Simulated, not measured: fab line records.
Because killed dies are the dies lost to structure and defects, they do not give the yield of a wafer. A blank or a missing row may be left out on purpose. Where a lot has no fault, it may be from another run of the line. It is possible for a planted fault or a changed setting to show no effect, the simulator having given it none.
Which tool is to blame?    flow nand_harc    12 lots with 36 wafers sampled at 5 steps, on a route of 1159 steps

## WHAT EACH GAUGE READ, for each wafer
NHARC_END_SORT_01.
lot   measured      on         defect_limited_yield (%)  killed_at_array  killed_at_other  killed_at_periphery  killed_dies  killed_open  killed_short  sort_bin_2_pct (%)  sort_bin_3_pct (%)  sort_bin_4_pct (%)  sort_n_pass  sort_rim_yield_pct (%)  sort_yield_pct (%)
L847  day 19 06:07  prober-01  96.3 98.5 97.0            21 8 19          1 0 0            3 2 1                25 10 20     5 3 1        4 1 0         0.9 0.3 0.3         0.30 0.15 0.30      2.5 1.0 2.4         652 667 657  98.1 98.1 96.2          96.3 98.5 97.0
L850  day 20 07:42  prober-02  97.2 98.4 96.9            15 9 17          2 0 0            2 2 4                19 11 21     3 1 4        0 3 3         1.2 0.1 1.0         0 0 0.15            1.6 1.5 1.9         658 666 656  97.2 99.1 97.2          97.2 98.4 96.9
L851  day 20 19:20  prober-02  95.7 95.9 95.0            26 23 28         1 2 1            2 3 5                29 28 34     2 1 6        1 2 2         1.8 0.6 1.9         0.15 0.44 0.44      2.4 3.1 2.7         648 649 643  97.2 95.3 98.1          95.7 95.9 95.0
L852  day 21 03:01  prober-01  93.4 94.8 95.4            43 34 30         0 0 0            2 1 1                45 35 31     2 4 0        1 2 3         0.9 1.9 1.0         0.44 0.59 0.15      5.3 2.7 3.4         632 642 646  94.3 90.6 93.4          93.4 94.8 95.4
L859  day 23 06:32  prober-02  84.5 96.2 96.2            22 23 25         82 2 0           1 1 1                105 26 26    3 4 3        0 0 3         5.9 1.0 0.7         2.51 0.89 0.30      7.1 1.9 2.8         572 651 651  96.2 95.3 95.3          84.5 96.2 96.2
L860  day 23 21:36  prober-01  95.6 94.4 84.8            27 37 23         1 0 80           2 1 0                30 38 103    3 3 0        2 0 1         0.4 1.5 6.8         0.74 0.15 3.40      3.2 4.0 5.0         647 639 574  96.2 95.3 95.3          95.6 94.4 84.8
L866  day 25 23:37  prober-02  94.1 93.1 93.6            37 44 37         0 0 0            3 3 6                40 47 43     1 4 3        3 1 2         2.8 1.8 1.3         0.59 0.44 0.59      2.5 4.7 4.4         637 630 634  90.6 92.5 93.4          94.1 93.1 93.6

## WHICH TOOL RAN EACH LOT (tool, then ch and the chambers of the sampled wafers, then the start)
lot   NHARC_THIN_TSV_ETCH_15            NHARC_THIN_TSV_PRE_CLEAN_50   NHARC_THIN_TSV_PVD_19                    NHARC_THIN_TSV_ETCH_36
L847  rie_si-03 ch 0,2, day 18 14:19    pvd_sputter-01, day 18 16:33  pvd_sputter-01, day 18 20:08 or earlier  rie_metal-01 ch 0,1, day 18 20:08
L844  rie_si-03 ch 2,3, day 18 15:44    pvd_sputter-02, day 18 17:49  pvd_sputter-02, day 18 21:26 or earlier  rie_metal-02 ch 0,1, day 18 21:26
L846  rie_si-05 ch 2,3, day 18 18:37    pvd_sputter-03, day 18 20:43  pvd_sputter-03, day 19 00:11 or earlier  rie_metal-02 ch 0,1, day 19 00:11
L848  rie_si-01 ch 1,2, day 19 03:34    pvd_sputter-02, day 19 06:05  pvd_sputter-02, day 19 10:13 or earlier  rie_metal-02 ch 0,1, day 19 10:13
L850  rie_si-03 ch 0,2,3, day 19 16:58  pvd_sputter-02, day 19 19:41  pvd_sputter-02, day 19 23:09 or earlier  rie_metal-01 ch 0,1, day 19 23:09
L849  rie_si-05 ch 1,2, day 19 18:04    pvd_sputter-03, day 19 20:07  pvd_sputter-03, day 19 23:52 or earlier  rie_metal-02 ch 1, day 19 23:52
L851  rie_si-03 ch 1,2, day 20 04:38    pvd_sputter-02, day 20 07:39  pvd_sputter-02, day 20 11:08 or earlier  rie_metal-03 ch 0,1, day 20 11:08
L852  rie_si-01 ch 1,2,3, day 20 12:20  pvd_sputter-01, day 20 14:27  pvd_sputter-01, day 20 17:59 or earlier  rie_metal-01 ch 0,1, day 20 17:59
L854  rie_si-05 ch 1,2, day 20 20:27    pvd_sputter-01, day 20 22:30  pvd_sputter-01, day 21 02:06 or earlier  rie_metal-03 ch 0,1, day 21 02:06
L859  rie_si-03 ch 0,1, day 22 16:13    pvd_sputter-02, day 22 18:29  pvd_sputter-02, day 22 22:07 or earlier  rie_metal-02 ch 1, day 22 22:07
L860  rie_si-01 ch 0,1,3, day 23 06:55  pvd_sputter-02, day 23 08:58  pvd_sputter-02, day 23 12:36 or earlier  rie_metal-03 ch 1, day 23 12:36
L866  rie_si-01 ch 0,1, day 25 01:10    pvd_sputter-03, day 25 03:13  pvd_sputter-03, day 25 06:43 or earlier  rie_metal-01 ch 0,1, day 25 06:43
- NHARC_THIN_TSV_ETCH_15: target depth 3000 nm, bosch target overetch cycles 2, bosch etch step 2.8 s.
- NHARC_THIN_TSV_PRE_CLEAN_50: time 30 s.
- NHARC_THIN_TSV_PVD_19: deposits TaN, target thk 20 nm.
- NHARC_THIN_TSV_ETCH_36: etches the open film in Cl2/BCl3, target depth 65 nm, time 18.571 s.

## WHAT THE TOOLS THEMSELVES READ (means of the sampled wafers that have a number; where no wafer has one, the mark that the record gives instead)
NHARC_THIN_TSV_ETCH_15.
lot   tool       drypump_motor_current_A (A)
L847  rie_si-03  5.4
L844  rie_si-03  5.3
L846  rie_si-05  5.8
L848  rie_si-01  6.2
L850  rie_si-03  5.3
L849  rie_si-05  6.4
L851  rie_si-03  5.1
L852  rie_si-01  5.7
L854  rie_si-05  6.2
L859  rie_si-03  5.6
L860  rie_si-01  5.2
L866  rie_si-01  5.2

NHARC_THIN_TSV_PRE_CLEAN_50.
lot   tool            heater_power_w (W)
L847  pvd_sputter-01  407
L844  pvd_sputter-02  421
L846  pvd_sputter-03  407
L848  pvd_sputter-02  408
L850  pvd_sputter-02  423
L849  pvd_sputter-03  398
L851  pvd_sputter-02  417
L852  pvd_sputter-01  430
L854  pvd_sputter-01  386
L859  pvd_sputter-02  388
L860  pvd_sputter-02  391
L866  pvd_sputter-03  399

NHARC_THIN_TSV_PVD_19.
lot   tool            chamber_pressure_pa (Pa)  throttle_valve_pct (%)
L847  pvd_sputter-01  5.007                     31.4
L844  pvd_sputter-02  5.004                     29.3
L846  pvd_sputter-03  5.004                     31.0
L848  pvd_sputter-02  4.993                     29.8
L850  pvd_sputter-02  4.995                     29.6
L849  pvd_sputter-03  4.996                     30.1
L851  pvd_sputter-02  4.995                     30.6
L852  pvd_sputter-01  5.004                     29.2
L854  pvd_sputter-01  4.999                     30.3
L859  pvd_sputter-02  5.008                     30.5
L860  pvd_sputter-02  4.995                     30.1
L866  pvd_sputter-03  4.996                     30.4

NHARC_THIN_TSV_ETCH_36.
lot   tool          drypump_motor_current_A (A)  oes_product_au (a.u.)
L847  rie_metal-01  6.1                          1.007
L844  rie_metal-02  5.3                          1.001
L846  rie_metal-02  5.5                          1.002
L848  rie_metal-02  5.5                          0.994
L850  rie_metal-01  5.8                          1.000
L849  rie_metal-02  5.8                          0.993
L851  rie_metal-03  5.7                          0.995
L852  rie_metal-01  6.1                          1.014
L854  rie_metal-03  6.1                          1.001
L859  rie_metal-02  5.8                          1.009
L860  rie_metal-03  5.3                          0.996
L866  rie_metal-01  5.8                          1.002

## THE ANSWER, worked out from the rows above alone
Rule: the usual values come from the lots themselves. Put in order of their means at a reading, lots are off if they are a third of the lots or fewer, leave a main group of 4 or more, and stand apart from it by a gap of 3 or more times the standard deviation of the main group's means; of several such gaps the widest counts. If all means in a main group match to the digits the tables above print for the reading, that group is not used. Also off: a lot with no number at a reading for which 4 or more lots have one. The other lots that the step has rows for count as sound. Order of review: gauges by route order, followed by the tools' own readings, for which a lot's mean as printed above is used. At the first step where some lot is off, the reading lying furthest off is the one used; lots without a number count as furthest.
Off: L859, L860 (NHARC_END_SORT_01, killed_at_other). The main group has a mean of 0.5 with a standard deviation of 0.5. Neither off nor sound, because the step has no rows for them: L844, L846, L848, L849, L854.
A tool fits if, at a process step before that reading, it ran every lot that is off, and no sound lot after the first of them. Those tools and the gauges at NHARC_END_SORT_01 are tried in the same way. With no start given for some of its lots, NHARC_THIN_TSV_PVD_19 uses the hours and lot order of NHARC_THIN_TSV_ETCH_36. One fits: NHARC_THIN_TSV_PRE_CLEAN_50 and NHARC_THIN_TSV_PVD_19 on pvd_sputter-02. At NHARC_THIN_TSV_PRE_CLEAN_50 its last sound lot is L851 (day 20 07:39), its first lot that is off L859 (day 22 18:29): a fault that began between those two fits.

## WHAT THE SIMULATOR HAD PUT IN
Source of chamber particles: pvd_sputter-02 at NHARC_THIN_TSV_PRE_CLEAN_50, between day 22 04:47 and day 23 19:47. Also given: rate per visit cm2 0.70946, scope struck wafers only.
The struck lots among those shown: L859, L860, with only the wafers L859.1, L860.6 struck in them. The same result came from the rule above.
